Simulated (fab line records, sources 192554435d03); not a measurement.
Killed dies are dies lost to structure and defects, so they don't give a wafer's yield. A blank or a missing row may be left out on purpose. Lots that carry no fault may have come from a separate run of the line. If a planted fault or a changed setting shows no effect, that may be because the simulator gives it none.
Which of the tools did it?	flow n5 finfet	9 lots, 27 wafers sampled, at 5 steps of a route of 1938

== WHAT THE GAUGES SHOWED, per wafer ==
N5_BEOL_M4_RC_MEAS_101. Usual: DIBL_N 36.3 mV/V, standard deviation 1.4; DIBL_P 36.2 mV/V, standard deviation 1.5; IOFF_N 0.160 nA/um, standard deviation 0.021; IOFF_P 0.211 nA/um, standard deviation 0.027; ION_N 676 uA/um, standard deviation 7.7; ION_P 463 uA/um, standard deviation 5.5; SS_N 71.4 mV/dec, standard deviation 0.57; SS_P 73.3 mV/dec, standard deviation 0.58; VT_N 249.3 mV, standard deviation 2.5; VT_P -250.1 mV, standard deviation 2.6.
lot	measured	on	DIBL_N (mV/V)	DIBL_P (mV/V)	IOFF_N (nA/um)	IOFF_P (nA/um)	ION_N (uA/um)	ION_P (uA/um)	SS_N (mV/dec)	SS_P (mV/dec)	VT_N (mV)	VT_P (mV)	flag
L954	day 8 18:29	prober-01	34.7 35.4 35.9	35.4 35.5 36.0	0.147 0.154 0.162	0.193 0.193 0.212	674 673 676	461 457 463	70.8 71.6 71.6	72.1 73.2 72.9	249.7 250.8 249.0	-250.8 -250.3 -249.7	
L959	day 9 22:33	prober-01	37.1 35.9 36.6	35.6 34.0 34.4	0.154 0.139 0.144	0.203 0.198 0.193	673 677 665	460 469 468	71.1 70.9 70.8	73.5 72.5 72.9	250.1 249.1 248.3	-250.2 -248.9 -249.8	
L961	day 10 06:29	prober-02	34.5 34.5 34.8	35.8 35.7 36.1	0.155 0.148 0.159	0.194 0.189 0.199	687 685 690	471 462 467	71.6 71.3 71.2	72.5 72.8 73.2	249.1 249.6 249.1	-251.3 -249.6 -253.2	
L962	day 11 04:47	prober-01	34.8 37.6 35.2	33.4 37.7 33.9	0.129 0.172 0.131	0.172 0.227 0.173	665 680 677	459 464 459	71.0 71.2 71.1	72.6 73.9 72.5	253.6 246.5 250.5	-249.8 -248.4 -249.7	
L963	day 10 22:40	prober-01	34.4 36.0 35.0	35.3 37.7 35.8	0.131 0.168 0.136	0.202 0.234 0.205	670 674 660	464 470 456	71.1 71.9 71.7	72.9 74.5 73.6	252.5 247.5 252.5	-251.6 -246.9 -250.2	
L965	day 11 20:33	prober-01	34.9 36.3 35.6	35.2 37.1 36.3	0.158 0.175 0.160	0.207 0.234 0.216	677 687 682	462 473 464	71.9 71.6 71.2	73.0 73.6 73.1	249.8 248.8 248.1	-250.5 -247.4 -248.5	
L973	day 13 12:47	prober-01	36.7 34.1 34.5	38.9 35.2 36.2	0.172 0.128 0.141	0.245 0.191 0.199	678 662 671	468 462 461	71.2 70.9 70.6	73.8 72.5 73.5	248.6 250.9 251.8	-249.6 -248.4 -251.2	
L974	day 13 20:19	prober-01	36.9 36.1 37.2	37.2 36.4 37.9	0.179 0.162 0.189	0.233 0.231 0.242	680 683 687	468 469 471	71.7 71.4 72.7	73.4 74.0 74.3	249.0 249.9 247.6	-246.6 -250.1 -248.8	
L975	day 14 01:29	prober-01	36.2 35.2 37.5	36.6 34.4 37.0	0.155 0.125 0.157	0.221 0.181 0.228	673 660 673	465 451 460	71.6 70.8 71.8	74.1 73.0 74.3	250.7 253.3 250.6	-249.9 -250.6 -249.8	

== WHICH TOOL RAN EACH LOT (tool, then ch and the chambers of the sampled wafers, then the start) ==
lot	N5_GATE_CUT_CMP_02	N5_GATE_CUT_DESCUM_18	N5_GATE_CUT_HM_OPEN_40	N5_GATE_CUT_CUT_ETCH_55
L954	cmp-04 ch 0,1,2, day 5 00:23	rie diel-02 ch 0,1,2, day 5 01:38	rie diel-02 ch 0,1,2, day 5 01:48	rie metal-01 ch 0,1, day 5 02:10
L959	cmp-04 ch 1,2, day 6 06:50	rie diel-02 ch 0,1, day 6 07:52	rie diel-02 ch 0,1, day 6 08:01	rie metal-02 ch 0,1, day 6 08:23
L961	cmp-01 ch 1,3, day 6 17:35	rie diel-03 ch 0,2, day 6 18:23	rie diel-03 ch 0,2, day 6 18:32	rie metal-02 ch 0, day 6 18:53
L962	cmp-04 ch 0,1,2, day 7 00:23	rie diel-02 ch 0,3, day 7 01:35	rie diel-02 ch 0,3, day 7 01:45	rie metal-03 ch 0, day 7 02:13
L963	cmp-03 ch 0,1,3, day 7 04:30	rie diel-03 ch 1,2,3, day 7 05:22	rie diel-03 ch 1,2,3, day 7 05:31	rie metal-02 ch 0,1, day 7 05:53
L965	cmp-04 ch 1,2,3, day 7 17:33	rie diel-01 ch 0,2,3, day 7 18:37	rie diel-01 ch 0,2,3, day 7 18:46	rie metal-03 ch 0,1, day 7 19:07
L973	cmp-01 ch 0,1, day 9 16:19	rie diel-02 ch 0,1, day 9 17:15	rie diel-02 ch 0,1, day 9 17:25	rie metal-02 ch 0,1, day 9 17:46
L974	cmp-01 ch 0,1,3, day 10 03:59	rie diel-02 ch 0,2, day 10 04:52	rie diel-02 ch 0,2, day 10 05:01	rie metal-03 ch 0,1, day 10 05:22
L975	cmp-04 ch 0,1,2, day 10 04:10	rie diel-03 ch 2,3, day 10 05:13	rie diel-03 ch 2,3, day 10 05:23	rie metal-01 ch 0,1, day 10 05:44
- N5_GATE_CUT_CMP_02: polishes, stops on SiO2, t overpolish 12.7 s, target thk 0 nm.
- N5_GATE_CUT_DESCUM_18: chemistry O2, time 7 s.
- N5_GATE_CUT_HM_OPEN_40: chemistry C4F6/O2, target SiO2, target depth 139 nm, time 85.1 s.
- N5_GATE_CUT_CUT_ETCH_55: etches HfO2 in BCl3, target depth 3.2 nm.

== WHAT THE TOOLS THEMSELVES READ (means of the sampled wafers that have a number; where no wafer has one, the mark that the record gives instead) ==
N5_GATE_CUT_CMP_02. Usual: motor current A 9.7 A, standard deviation 0.96; overpolish run s 12.699 s, standard deviation 0.0091; pad life wafers 1062, standard deviation 480; time to endpoint s 24.9 s, standard deviation 2.1.
lot	tool	motor current A (A)	overpolish run s (s)	pad life wafers	time to endpoint s (s)	flag
L954	cmp-04	9.6	12.712	314	24.9	
L959	cmp-04	10.5	12.691	547	24.0	
L961	cmp-01	9.1	12.695	931	23.2	
L962	cmp-04	9.9	12.702	710	23.8	
L963	cmp-03	9.4	12.693	1682	26.5	
L965	cmp-04	10.1	12.698	842	23.8	
L973	cmp-01	9.2	12.697	1526	26.5	
L974	cmp-01	9.8	12.705	1628	24.8	
L975	cmp-04	9.7	12.697	1280	22.8	

N5_GATE_CUT_DESCUM_18. Usual: drypump motor current A 5.7 A, standard deviation 0.53; oes product au 0.80 a.u., standard deviation 0.091; rf vpp V 243.8 V, standard deviation 1.2; showerhead plenum p Torr 2.12 Torr, standard deviation 0.063; throttle valve pct 20.36 %, standard deviation 0.28.
lot	tool	drypump motor current A (A)	oes product au (a.u.)	rf vpp V (V)	showerhead plenum p Torr (Torr)	throttle valve pct (%)	flag
L954	rie diel-02	5.7	0.78	243.5	2.10	20.40	
L959	rie diel-02	5.9	0.72	243.8	2.10	20.55	
L961	rie diel-03	5.9	0.95	244.0	2.11	19.98	
L962	rie diel-02	5.7	0.74	244.3	2.17	20.18	
L963	rie diel-03	6.2	0.85	244.4	2.17	20.31	
L965	rie diel-01	5.4	0.86	243.3	2.13	20.34	
L973	rie diel-02	6.0	0.74	245.1	2.13	20.31	
L974	rie diel-02	5.4	0.78	243.5	2.07	20.32	
L975	rie diel-03	6.0	0.89	243.0	2.16	20.29	

N5_GATE_CUT_HM_OPEN_40. Usual: drypump motor current A 5.7 A, standard deviation 0.53; etch rf on time s 93.6 s, standard deviation 1.5; oes product au 0.72 a.u., standard deviation 0.082; rf vpp V 667 V, standard deviation 4.5; showerhead plenum p Torr 2.88 Torr, standard deviation 0.08; throttle valve pct 20.9 %, standard deviation 0.31.
lot	tool	drypump motor current A (A)	etch rf on time s (s)	oes product au (a.u.)	rf vpp V (V)	showerhead plenum p Torr (Torr)	throttle valve pct (%)	flag
L954	rie diel-02	5.6	94.5	0.70	664	2.85	21.0	
L959	rie diel-02	5.9	93.1	0.65	666	2.87	21.1	
L961	rie diel-03	5.9	94.1	0.85	669	2.87	20.5	
L962	rie diel-02	5.7	93.0	0.68	668	2.94	20.7	
L963	rie diel-03	6.3	92.7	0.77	666	2.95	20.8	
L965	rie diel-01	5.4	91.2	0.78	671	2.90	20.9	
L973	rie diel-02	6.0	134.0	0.59	666	2.90	20.8	OFF
L974	rie diel-02	5.4	113.2	0.67	662	2.83	20.8	OFF
L975	rie diel-03	5.9	93.0	0.80	665	2.93	20.8	

N5_GATE_CUT_CUT_ETCH_55. Usual: drypump motor current A 5.9 A, standard deviation 0.43; oes product au 0.74 a.u., standard deviation 0.083; throttle valve pct 33.27 %, standard deviation 0.23.
lot	tool	drypump motor current A (A)	oes product au (a.u.)	throttle valve pct (%)	flag
L954	rie metal-01	5.6	0.72	33.03	
L959	rie metal-02	6.1	0.67	33.38	
L961	rie metal-02	6.0	0.68	33.24	
L962	rie metal-03	6.1	0.81	33.24	
L963	rie metal-02	6.1	0.67	33.37	
L965	rie metal-03	6.0	0.90	33.41	
L973	rie metal-02	6.1	0.65	33.38	
L974	rie metal-03	6.1	0.86	33.42	
L975	rie metal-01	5.3	0.71	33.06	

== THE ANSWER, worked out from the rows above alone ==
Rule: a lot is off if the mean of its wafers that have a number lies more than 3 standard deviations from the usual mean. A lot without any number at a reading at which 4 lots or more have one is off too. The other lots that the step has rows for count as sound. The gauges are gone through in route order, then the tools' own readings, and for those a lot's mean is taken as printed above. At the first step where some lot is off, the reading lying furthest off is the one used; lots without a number count as furthest.
Off: L973, L974 (N5_GATE_CUT_HM_OPEN_40, etch rf on time s).
If a tool, at that step or one of the process steps before it, ran each lot that is off and ran no sound lot following the first of them, it fits. 2 tools fit, cmp-01 at N5_GATE_CUT_CMP_02 and rie diel-02 at N5_GATE_CUT_DESCUM_18 and N5_GATE_CUT_HM_OPEN_40, so this cannot tell which one it is.

== WHAT THE SIMULATOR HAD INSERTED ==
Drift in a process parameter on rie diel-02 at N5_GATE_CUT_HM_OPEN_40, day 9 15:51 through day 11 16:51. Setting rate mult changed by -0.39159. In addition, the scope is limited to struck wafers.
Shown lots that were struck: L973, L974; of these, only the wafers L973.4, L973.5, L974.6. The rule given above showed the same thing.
